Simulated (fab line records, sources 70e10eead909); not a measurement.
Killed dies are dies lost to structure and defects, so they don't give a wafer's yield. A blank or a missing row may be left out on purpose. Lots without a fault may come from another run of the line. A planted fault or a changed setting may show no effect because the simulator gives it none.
Chamber matching | flow nand_harc | NHARC_A_STAIRCASE_DESCUM_11 on rie_diel-10: 4 sister chambers
The step chemistry O2, time 3 s. 4 wafers are shown with their chamber, then 8 later ones without.

WAFERS WITH THEIR CHAMBER
wafer  | chamber | drypump_motor_current_A (A)
L082.5 | 3       | 4.7
L084.4 | 0       | 5.5
L084.6 | 2       | 6.0
L088.3 | 1       | 6.4

WAFERS WITHOUT THEIR CHAMBER
wafer  | drypump_motor_current_A (A)
L088.5 | 6.4
L088.6 | 5.4
L090.2 | 4.7
L090.5 | 5.5
L090.6 | 4.7
L093.4 | 4.7
L093.5 | 6.5
L093.6 | 6.1

WHICH CHAMBER EACH WENT THROUGH
wafer  | from the rows above | in truth
L088.5 | 1                   | 1
L088.6 | 0                   | 0
L090.2 | 3                   | 3
L090.5 | 0                   | 0
L090.6 | 3                   | 3
L093.4 | 3                   | 3
L093.5 | 1                   | 1
L093.6 | 2                   | 2
Placed correctly: 8 of 8. Can't be placed from these rows: 0. Placed wrongly: 0.
How it was worked out, from the rows above alone: a wafer's distance from a chamber is the root of the sum, over the readings, of the square of ((its reading less the chamber's mean) divided by the reading's scatter). The wafer belongs to the nearest chamber; if the next one is less than 2 further off, it can't be placed. A chamber's mean is the mean of its shown wafers. The scatter: with one shown wafer a chamber, the root of the mean of the squares of how far each hidden wafer lies from its nearest shown one.
